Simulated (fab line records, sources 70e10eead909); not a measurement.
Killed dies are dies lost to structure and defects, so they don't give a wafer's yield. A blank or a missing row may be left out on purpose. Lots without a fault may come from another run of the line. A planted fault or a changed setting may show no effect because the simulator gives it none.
Which tool did it? | flow nand_harc | 12 lots, 36 wafers sampled, at 6 steps of a route of 1159

WHAT THE GAUGES READ, wafer by wafer
NHARC_A_M1_CD_MEAS_09: target cd 120 nm. Usual: cd_nm 120.1 nm, standard deviation 0.45.
lot  | measured     | on        | cd_nm (nm)        | flag
L810 | day 18 22:58 | cd_sem-03 | 120.5 120.7 120.5 |
L809 | day 19 00:53 | cd_sem-01 | 119.5 119.8 120.2 |
L813 | day 19 01:02 | cd_sem-03 | 119.0 119.6 119.7 |
L812 | day 19 01:11 | cd_sem-02 | 119.7 119.8 120.4 |
L822 | day 21 11:35 | cd_sem-02 | 120.1 120.2 120.1 |
L820 | day 22 12:01 | cd_sem-03 | 120.6 120.8 120.4 |
L824 | day 22 13:25 | cd_sem-01 | 119.8 119.5 119.9 |
L828 | day 22 15:13 | cd_sem-01 | 120.3 120.4 120.6 |
L827 | day 22 15:30 | cd_sem-02 | 120.6 120.1 120.0 |
L829 | day 22 21:08 | cd_sem-01 | 120.3 119.5 120.1 |
L832 | day 23 02:16 | cd_sem-03 | 119.7 120.0 119.8 |
L831 | day 23 09:53 | cd_sem-01 | 120.0 120.5 120.9 |

NHARC_A_M1_THK_MEAS_24: measures by xrf. Usual: thk_nm 154.6 nm, standard deviation 1.3.
lot  | measured     | on            | thk_nm (nm)       | flag
L810 | day 19 01:41 | film_metro-01 | 154.7 156.1 157.1 |
L809 | day 19 03:45 | film_metro-02 | 154.0 154.4 151.8 |
L813 | day 19 03:57 | film_metro-01 | 156.1 156.4 155.0 |
L812 | day 19 04:04 | film_metro-02 | 156.3 154.1 156.4 |
L822 | day 21 14:11 | film_metro-01 | 149.3 145.8 147.7 | OFF
L820 | day 22 14:37 | film_metro-01 | 147.1 148.0 144.5 | OFF
L824 | day 22 16:09 | film_metro-02 | 155.7 154.5 154.2 |
L828 | day 22 17:58 | film_metro-01 | 153.8 153.8 155.5 |
L827 | day 22 18:41 | film_metro-02 | 154.8 156.1 154.2 |
L829 | day 22 23:47 | film_metro-02 | 153.6 151.8 152.0 |
L832 | day 23 04:55 | film_metro-02 | 154.5 155.8 156.4 |
L831 | day 23 12:32 | film_metro-02 | 153.7 154.6 154.3 |

NHARC_END_SORT_01. Usual: defect_limited_yield 95.5 %, standard deviation 1.4; killed_at_array 27, standard deviation 9.8; killed_at_other 0.6, standard deviation 0.83; killed_at_periphery 3.5, standard deviation 2.4; killed_dies 31, standard deviation 9.6; killed_open 3.1, standard deviation 1.9; killed_short 2.0, standard deviation 1.5; sort_bin_2_pct 1.4 %, standard deviation 0.6; sort_bin_3_pct 0.26 %, standard deviation 0.23; sort_bin_4_pct 2.8 %, standard deviation 0.89; sort_n_pass 646, standard deviation 9.6; sort_rim_yield_pct 96.6 %, standard deviation 2.5; sort_yield_pct 95.5 %, standard deviation 1.4.
lot  | measured     | on        | defect_limited_yield (%) | killed_at_array | killed_at_other | killed_at_periphery | killed_dies | killed_open | killed_short | sort_bin_2_pct (%) | sort_bin_3_pct (%) | sort_bin_4_pct (%) | sort_n_pass | sort_rim_yield_pct (%) | sort_yield_pct (%) | flag
L810 | day 20 10:29 | prober-02 | 96.9 95.7 96.3           | 16 26 21        | 1 2 0           | 4 1 4               | 21 29 25    | 2 5 4       | 1 2 5        | 1.0 1.0 1.0        | 0 0.15 0.15        | 2.1 3.1 2.5        | 656 648 652 | 94.3 97.2 94.3         | 96.9 95.7 96.3     |
L809 | day 21 01:56 | prober-01 | 97.5 97.6 98.1           | 14 14 9         | 1 0 1           | 2 2 3               | 17 16 13    | 2 4 1       | 2 2 3        | 0.4 0.6 0.7        | 0 0 0.15           | 2.1 1.8 1.0        | 660 661 664 | 97.2 94.3 96.2         | 97.5 97.6 98.1     |
L813 | day 21 12:07 | prober-01 | 95.7 96.8 96.2           | 24 20 21        | 1 0 0           | 4 2 5               | 29 22 26    | 2 2 2       | 4 1 2        | 0.7 0.9 1.0        | 0.30 0 0           | 3.2 2.4 2.8        | 648 655 651 | 94.3 99.1 96.2         | 95.7 96.8 96.2     |
L812 | day 20 18:26 | prober-02 | 93.6 94.8 94.8           | 34 32 30        | 4 2 2           | 5 1 3               | 43 35 35    | 3 2 1       | 2 1 1        | 2.5 1.3 1.6        | 0 0.15 0.44        | 3.8 3.7 3.1        | 634 642 642 | 99.1 100.0 94.3        | 93.6 94.8 94.8     |
L822 | day 23 04:33 | prober-02 | 97.2 97.6 97.6           | 8 12 9          | 1 0 0           | 10 4 7              | 19 16 16    | 2 3 3       | 1 2 0        | 1.3 0.4 0.7        | 0 0.30 0           | 1.5 1.6 1.6        | 658 661 661 | 99.1 98.1 95.3         | 97.2 97.6 97.6     |
L820 | day 24 00:34 | prober-02 | 93.1 94.2 95.1           | 45 35 30        | 0 0 0           | 2 4 3               | 47 39 33    | 5 5 5       | 7 5 2        | 1.9 1.9 1.6        | 0.44 0.59 0.15     | 4.6 3.2 3.1        | 630 638 644 | 99.1 97.2 97.2         | 93.1 94.2 95.1     |
L824 | day 24 15:25 | prober-02 | 97.6 96.9 98.2           | 15 17 10        | 0 1 0           | 1 3 2               | 16 21 12    | 1 6 2       | 2 2 1        | 0.6 1.0 0.7        | 0 0 0              | 1.8 2.1 1.0        | 661 656 665 | 93.4 98.1 99.1         | 97.6 96.9 98.2     |
L828 | day 24 07:34 | prober-02 | 95.7 96.3 95.9           | 26 23 26        | 0 2 0           | 3 0 2               | 29 25 28    | 4 1 2       | 1 3 3        | 1.0 0.7 1.2        | 0.15 0.30 0.30     | 3.1 2.7 2.7        | 648 652 649 | 94.3 93.4 98.1         | 95.7 96.3 95.9     |
L827 | day 24 16:15 | prober-01 | 95.1 95.3 95.1           | 27 28 28        | 0 0 0           | 6 4 5               | 33 32 33    | 2 1 2       | 4 4 1        | 1.3 1.5 1.8        | 0.30 0.15 0        | 3.2 3.1 3.1        | 644 645 644 | 100.0 99.1 96.2        | 95.1 95.3 95.1     |
L829 | day 24 23:17 | prober-01 | 95.0 94.7 95.3           | 24 32 27        | 3 1 1           | 7 3 4               | 34 36 32    | 0 1 5       | 0 0 0        | 1.8 0.7 2.1        | 0.30 0.74 0        | 3.0 3.8 2.7        | 643 641 645 | 99.1 94.3 96.2         | 95.0 94.7 95.3     |
L832 | day 25 00:52 | prober-02 | 96.0 94.7 96.5           | 23 34 22        | 1 1 1           | 3 1 1               | 27 36 24    | 3 5 3       | 2 2 0        | 0.9 2.2 1.0        | 0.30 0.30 0        | 2.8 2.8 2.5        | 650 641 653 | 98.1 97.2 100.0        | 96.0 94.7 96.5     |
L831 | day 25 07:52 | prober-02 | 93.2 93.9 95.1           | 43 39 28        | 1 1 1           | 2 1 4               | 46 41 33    | 8 2 4       | 4 2 2        | 3.1 1.9 1.5        | 0.15 0.30 0.30     | 3.5 3.8 3.1        | 631 636 644 | 91.5 97.2 90.6         | 93.2 93.9 95.1     |

WHICH TOOL RAN EACH LOT (tool, then ch and the chambers of the sampled wafers, then the start)
lot  | NHARC_A_M1_PRE_CLEAN_30                 | NHARC_A_M1_CMP_23             | NHARC_A_M1_PRE_CLEAN_32
L810 | pvd_sputter-02, day 19 01:22 or earlier | cmp-02 ch 0,1,2, day 19 01:22 | pecvd-02 ch 0,1,2, day 19 01:54
L809 | pvd_sputter-01, day 19 03:28 or earlier | cmp-02 ch 0,2,3, day 19 03:28 | pecvd-03 ch 0,2, day 19 03:59
L813 | pvd_sputter-03, day 19 03:43 or earlier | cmp-04 ch 1,2,3, day 19 03:43 | pecvd-03 ch 0,1,2, day 19 04:21
L812 | pvd_sputter-02, day 19 03:47 or earlier | cmp-02 ch 0,1, day 19 03:47   | pecvd-02 ch 0,1,2, day 19 04:28
L822 | pvd_sputter-03, day 21 13:54 or earlier | cmp-02 ch 0,1,3, day 21 13:54 | pecvd-01 ch 0,2, day 21 14:25
L820 | pvd_sputter-02, day 22 14:18 or earlier | cmp-02 ch 0,3, day 22 14:18   | pecvd-01 ch 0,1, day 22 14:52
L824 | pvd_sputter-02, day 22 15:52 or earlier | cmp-03 ch 1,2,3, day 22 15:52 | pecvd-01 ch 0,1,2, day 22 17:10
L828 | pvd_sputter-03, day 22 17:40 or earlier | cmp-03 ch 0,1,3, day 22 17:40 | pecvd-03 ch 0,1,2, day 22 18:11
L827 | pvd_sputter-02, day 22 18:23 or earlier | cmp-04 ch 1,2,3, day 22 18:23 | pecvd-01 ch 0,2, day 22 18:54
L829 | pvd_sputter-01, day 22 23:31 or earlier | cmp-04 ch 0,1,3, day 22 23:31 | pecvd-01 ch 0,1,2, day 23 00:04
L832 | pvd_sputter-01, day 23 04:36 or earlier | cmp-03 ch 1,2, day 23 04:36   | pecvd-03 ch 0,2, day 23 05:10
L831 | pvd_sputter-03, day 23 12:14 or earlier | cmp-03 ch 0,3, day 23 12:14   | pecvd-01 ch 1,2, day 23 12:47
- NHARC_A_M1_PRE_CLEAN_30: time 30 s.
- NHARC_A_M1_CMP_23: polishes, t overpolish 20 s, target thk 154.34 nm.
- NHARC_A_M1_PRE_CLEAN_32: time 12 s.

WHAT THE TOOLS THEMSELVES READ (means of the sampled wafers that have a number; where no wafer has one, the mark that the record gives instead)
NHARC_A_M1_PRE_CLEAN_30. Usual: heater_power_w 397 W, standard deviation 35.
lot  | tool           | heater_power_w (W) | flag
L810 | pvd_sputter-02 | 407                |
L809 | pvd_sputter-01 | 396                |
L813 | pvd_sputter-03 | 371                |
L812 | pvd_sputter-02 | 414                |
L822 | pvd_sputter-03 | 376                |
L820 | pvd_sputter-02 | 378                |
L824 | pvd_sputter-02 | 394                |
L828 | pvd_sputter-03 | 379                |
L827 | pvd_sputter-02 | 423                |
L829 | pvd_sputter-01 | 422                |
L832 | pvd_sputter-01 | 367                |
L831 | pvd_sputter-03 | 381                |

NHARC_A_M1_CMP_23. Usual: motor_current_A 12.5 A, standard deviation 0.91; time_to_endpoint_s 29.2 s, standard deviation 2.1.
lot  | tool   | motor_current_A (A) | time_to_endpoint_s (s) | flag
L810 | cmp-02 | 11.8                | 33.3                   |
L809 | cmp-02 | 12.2                | 31.0                   |
L813 | cmp-04 | 12.5                | 29.4                   |
L812 | cmp-02 | 11.9                | 28.6                   |
L822 | cmp-02 | 11.7                | 15.8                   | OFF
L820 | cmp-02 | 11.9                | 14.9                   | OFF
L824 | cmp-03 | 12.6                | 26.5                   |
L828 | cmp-03 | 13.2                | 32.5                   |
L827 | cmp-04 | 12.4                | 27.6                   |
L829 | cmp-04 | 11.2                | 28.0                   |
L832 | cmp-03 | 12.7                | 32.3                   |
L831 | cmp-03 | 13.1                | 29.1                   |

NHARC_A_M1_PRE_CLEAN_32. Usual: heater_power_w 656 W, standard deviation 56; rf_fwd_power_W 292.6 W, standard deviation 0.94.
lot  | tool     | heater_power_w (W) | rf_fwd_power_W (W) | flag
L810 | pecvd-02 | 622                | 293.0              |
L809 | pecvd-03 | 771                | 292.7              |
L813 | pecvd-03 | 693                | 292.7              |
L812 | pecvd-02 | 591                | 293.1              |
L822 | pecvd-01 | 707                | 292.5              |
L820 | pecvd-01 | 633                | 292.9              |
L824 | pecvd-01 | 632                | 293.0              |
L828 | pecvd-03 | 704                | 292.5              |
L827 | pecvd-01 | 666                | 292.4              |
L829 | pecvd-01 | 669                | 292.2              |
L832 | pecvd-03 | 695                | 293.7              |
L831 | pecvd-01 | 711                | 293.6              |

THE ANSWER, worked out from the rows above alone
Rule: a lot is off if the mean of its wafers that have a number lies more than 3 standard deviations from the usual mean. A lot without any number at a reading at which 4 lots or more have one is off too. The other lots that the step has rows for count as sound. The gauges are gone through in route order, then the tools' own readings, and for those a lot's mean is taken as printed above. The first step at which some lot is off is used, and at that step the reading that is off furthest; a lot without a number counts as furthest.
Off: L822, L820, at NHARC_A_M1_THK_MEAS_24 (thk_nm).
A tool fits if, at a process step before that reading, it ran every lot that is off, and no sound lot after the first of them. The gauges at NHARC_A_M1_THK_MEAS_24 aren't tried: what is off there is off at NHARC_A_M1_CMP_23 too, on other tools, and a gauge's error can't cause that. NHARC_A_M1_PRE_CLEAN_30 gives no start for some lots, so the hours and the order of its lots are those of NHARC_A_M1_CMP_23. One fits: cmp-02 at NHARC_A_M1_CMP_23. Its last sound lot is L812 (day 19 03:47), its first lot that is off L822 (day 21 13:54): a fault that began between those two fits.
The tool's own readings at NHARC_A_M1_CMP_23 bear it out: on the lots that are off they differ by more than 5 times the standard deviation of the sound lots' means. time_to_endpoint_s reads 15.4 s there against 29.8 s on the sound lots.

WHAT THE SIMULATOR HAD PUT IN
Process parameter drift: cmp-02, from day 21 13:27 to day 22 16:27, at NHARC_A_M1_CMP_23. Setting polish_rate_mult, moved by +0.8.
Lots struck among those shown: L822, L820. The rule above found the same.
